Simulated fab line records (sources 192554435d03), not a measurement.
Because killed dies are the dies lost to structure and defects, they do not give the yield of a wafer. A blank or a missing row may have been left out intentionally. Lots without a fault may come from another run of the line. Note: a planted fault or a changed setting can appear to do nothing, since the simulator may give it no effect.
Matching of chambers :: flow n5Finfet :: N5_BEOL_M0_SAQP_ETCH_106 on rieDiel-05 has 4 sister chambers
The step etches SOC in N2/H2, stops on SiNx, target depth 150 nm. 22 wafers are shown with their chamber, then 11 later ones without.

== EACH WAFER AND ITS CHAMBER ==
wafer: L075.2
chamber: 2
showerheadPlenumPTorr (Torr): 2.62
throttleValvePct (%): 17.98
oesProductAu (a.u.): 0.68

wafer: L075.5
chamber: 0
showerheadPlenumPTorr (Torr): 2.45
throttleValvePct (%): 18.02
oesProductAu (a.u.): 0.77

wafer: L075.6
chamber: 3
showerheadPlenumPTorr (Torr): 2.65
throttleValvePct (%): 17.97
oesProductAu (a.u.): 0.72

wafer: L076.1
chamber: 2
showerheadPlenumPTorr (Torr): 2.61
throttleValvePct (%): 17.99
oesProductAu (a.u.): 0.68

wafer: L076.4
chamber: 3
showerheadPlenumPTorr (Torr): 2.65
throttleValvePct (%): 17.98
oesProductAu (a.u.): 0.72

wafer: L076.6
chamber: 2
showerheadPlenumPTorr (Torr): 2.61
throttleValvePct (%): 17.99
oesProductAu (a.u.): 0.68

wafer: L078.1
chamber: 3
showerheadPlenumPTorr (Torr): 2.64
throttleValvePct (%): 17.99
oesProductAu (a.u.): 0.72

wafer: L078.2
chamber: 2
showerheadPlenumPTorr (Torr): 2.61
throttleValvePct (%): 18.00
oesProductAu (a.u.): 0.68

wafer: L078.5
chamber: 3
showerheadPlenumPTorr (Torr): 2.64
throttleValvePct (%): 17.98
oesProductAu (a.u.): 0.72

wafer: L083.2
chamber: 3
showerheadPlenumPTorr (Torr): 2.64
throttleValvePct (%): 18.00
oesProductAu (a.u.): 0.71

wafer: L083.5
chamber: 2
showerheadPlenumPTorr (Torr): 2.61
throttleValvePct (%): 18.02
oesProductAu (a.u.): 0.68

wafer: L083.6
chamber: 1
showerheadPlenumPTorr (Torr): 2.41
throttleValvePct (%): 17.49
oesProductAu (a.u.): 0.70

wafer: L086.1
chamber: 2
showerheadPlenumPTorr (Torr): 2.60
throttleValvePct (%): 18.03
oesProductAu (a.u.): 0.68

wafer: L086.3
chamber: 3
showerheadPlenumPTorr (Torr): 2.64
throttleValvePct (%): 18.01
oesProductAu (a.u.): 0.72

wafer: L086.5
chamber: 3
showerheadPlenumPTorr (Torr): 2.64
throttleValvePct (%): 17.98
oesProductAu (a.u.): 0.72

wafer: L087.1
chamber: 2
showerheadPlenumPTorr (Torr): 2.60
throttleValvePct (%): 18.02
oesProductAu (a.u.): 0.67

wafer: L087.4
chamber: 1
showerheadPlenumPTorr (Torr): 2.41
throttleValvePct (%): 17.50
oesProductAu (a.u.): 0.69

wafer: L087.5
chamber: 1
showerheadPlenumPTorr (Torr): 2.41
throttleValvePct (%): 17.52
oesProductAu (a.u.): 0.69

wafer: L088.1
chamber: 1
showerheadPlenumPTorr (Torr): 2.41
throttleValvePct (%): 17.50
oesProductAu (a.u.): 0.70

wafer: L088.3
chamber: 3
showerheadPlenumPTorr (Torr): 2.64
throttleValvePct (%): 17.99
oesProductAu (a.u.): 0.71

wafer: L088.4
chamber: 2
showerheadPlenumPTorr (Torr): 2.60
throttleValvePct (%): 18.04
oesProductAu (a.u.): 0.67

wafer: L091.2
chamber: 0
showerheadPlenumPTorr (Torr): 2.44
throttleValvePct (%): 18.07
oesProductAu (a.u.): 0.73

SIGNATURES, as means of the wafers listed above
reading: showerheadPlenumPTorr
chamber 0: 2.4450
chamber 1: 2.4100
chamber 2: 2.6075
chamber 3: 2.6425
scatter within a chamber: 0.00553

reading: throttleValvePct
chamber 0: 18.0450
chamber 1: 17.5025
chamber 2: 18.0087
chamber 3: 17.9875
scatter within a chamber: 0.0185

reading: oesProductAu
chamber 0: 0.7500
chamber 1: 0.6950
chamber 2: 0.6775
chamber 3: 0.7175
scatter within a chamber: 0.00816
Rule: a wafer's distance from a chamber is the root of the sum, over the readings, of the square of ((its reading less the chamber's mean) divided by the reading's scatter). If the next closest chamber is less than 2 further off than the closest, the wafer can't be placed; otherwise it belongs to the closest. How the scatter is found: for the shown wafers, subtract from each reading the mean of its chamber, square and add these, divide the total by (wafers less chambers), then take the root.

== WAFERS WHOSE CHAMBER IS MISSING ==
wafer: L091.3
showerheadPlenumPTorr (Torr): 2.60
throttleValvePct (%): 18.03
oesProductAu (a.u.): 0.66

wafer: L091.6
showerheadPlenumPTorr (Torr): 2.64
throttleValvePct (%): 18.01
oesProductAu (a.u.): 0.71

wafer: L093.1
showerheadPlenumPTorr (Torr): 2.41
throttleValvePct (%): 17.54
oesProductAu (a.u.): 0.69

wafer: L093.3
showerheadPlenumPTorr (Torr): 2.63
throttleValvePct (%): 18.03
oesProductAu (a.u.): 0.70

wafer: L093.6
showerheadPlenumPTorr (Torr): 2.41
throttleValvePct (%): 17.54
oesProductAu (a.u.): 0.69

wafer: L094.2
showerheadPlenumPTorr (Torr): 2.41
throttleValvePct (%): 17.52
oesProductAu (a.u.): 0.68

wafer: L094.3
showerheadPlenumPTorr (Torr): 2.63
throttleValvePct (%): 18.03
oesProductAu (a.u.): 0.70

wafer: L094.5
showerheadPlenumPTorr (Torr): 2.43
throttleValvePct (%): 18.07
oesProductAu (a.u.): 0.74

wafer: L095.1
showerheadPlenumPTorr (Torr): 2.41
throttleValvePct (%): 17.53
oesProductAu (a.u.): 0.68

wafer: L095.3
showerheadPlenumPTorr (Torr): 2.63
throttleValvePct (%): 18.04
oesProductAu (a.u.): 0.70

wafer: L095.4
showerheadPlenumPTorr (Torr): 2.41
throttleValvePct (%): 17.53
oesProductAu (a.u.): 0.68

== CHAMBER TAKEN BY EACH ==
wafer: L091.3
from the rows above: 2
in truth: 2

wafer: L091.6
from the rows above: 3
in truth: 3

wafer: L093.1
from the rows above: 1
in truth: 1

wafer: L093.3
from the rows above: can't be placed: 3 or 2
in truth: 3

wafer: L093.6
from the rows above: 1
in truth: 1

wafer: L094.2
from the rows above: 1
in truth: 1

wafer: L094.3
from the rows above: can't be placed: 3 or 2
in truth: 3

wafer: L094.5
from the rows above: 0
in truth: 0

wafer: L095.1
from the rows above: 1
in truth: 1

wafer: L095.3
from the rows above: can't be placed: 3 or 2
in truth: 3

wafer: L095.4
from the rows above: 1
in truth: 1
Correct placement for 8 of the 11. From these rows, 3 cannot be placed; in 3 the true chamber is one of the candidates. Wrongly placed: 0.
